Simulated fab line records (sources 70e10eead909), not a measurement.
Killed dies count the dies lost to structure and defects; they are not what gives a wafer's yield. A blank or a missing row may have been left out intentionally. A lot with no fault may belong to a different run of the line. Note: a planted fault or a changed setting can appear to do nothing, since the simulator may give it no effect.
Which of the tools did it? | flow nand harc | 18 wafers from 6 lots sampled at 2 of the route's 1302 steps

== WHAT EACH GAUGE READ, for each wafer ==
NHARC_A_BONDPAD_INSPECT_23.
lot  | measured     | on                | raw defect count
L425 | day 23 15:32 | defect inspect-01 | 575 623 497
L426 | day 24 11:23 | defect inspect-01 | 499 516 514
L434 | day 28 09:01 | defect inspect-01 | 561 565 530
L439 | day 29 21:26 | defect inspect-01 | 513 671 753
L442 | day 31 09:40 | defect inspect-02 | 527 413 385
L445 | day 31 22:23 | defect inspect-01 | 653 692 763

== TOOL THAT RAN EACH LOT (tool first, then ch and the chambers of the sampled wafers, then the start) ==
lot  | NHARC_A_STAIRCASE_DEP_151
L425 | pecvd-01 ch 0,2, day 18 12:53
L426 | pecvd-01 ch 0,1, day 18 23:51
L434 | pecvd-02 ch 0,1,2, day 22 11:56
L439 | pecvd-01 ch 0,1, day 24 13:04
L442 | pecvd-04 ch 0,1, day 25 17:35
L445 | pecvd-02 ch 1,2, day 26 13:14
- NHARC_A_STAIRCASE_DEP_151: deposits SiO2, target thk 7200 nm.

== THE ANSWER, worked out from the rows above alone ==
Rule: the lots themselves supply what counts as usual. Put in order of their means at a reading, lots are off if they are a third of the lots or fewer, leave a main group of 4 or more, and stand apart from it by a gap of 3 or more times the standard deviation of the main group's means; of several such gaps the widest counts. The tables above print the reading to a certain number of digits; a main group whose means all agree to those digits is not used. A lot without any number at a reading at which 4 lots or more have one is off too. The other lots that the step has rows for count as sound.
None of the lots is off at any reading shown; this tells nothing.

== WHAT THE SIMULATOR HAD PUT IN ==
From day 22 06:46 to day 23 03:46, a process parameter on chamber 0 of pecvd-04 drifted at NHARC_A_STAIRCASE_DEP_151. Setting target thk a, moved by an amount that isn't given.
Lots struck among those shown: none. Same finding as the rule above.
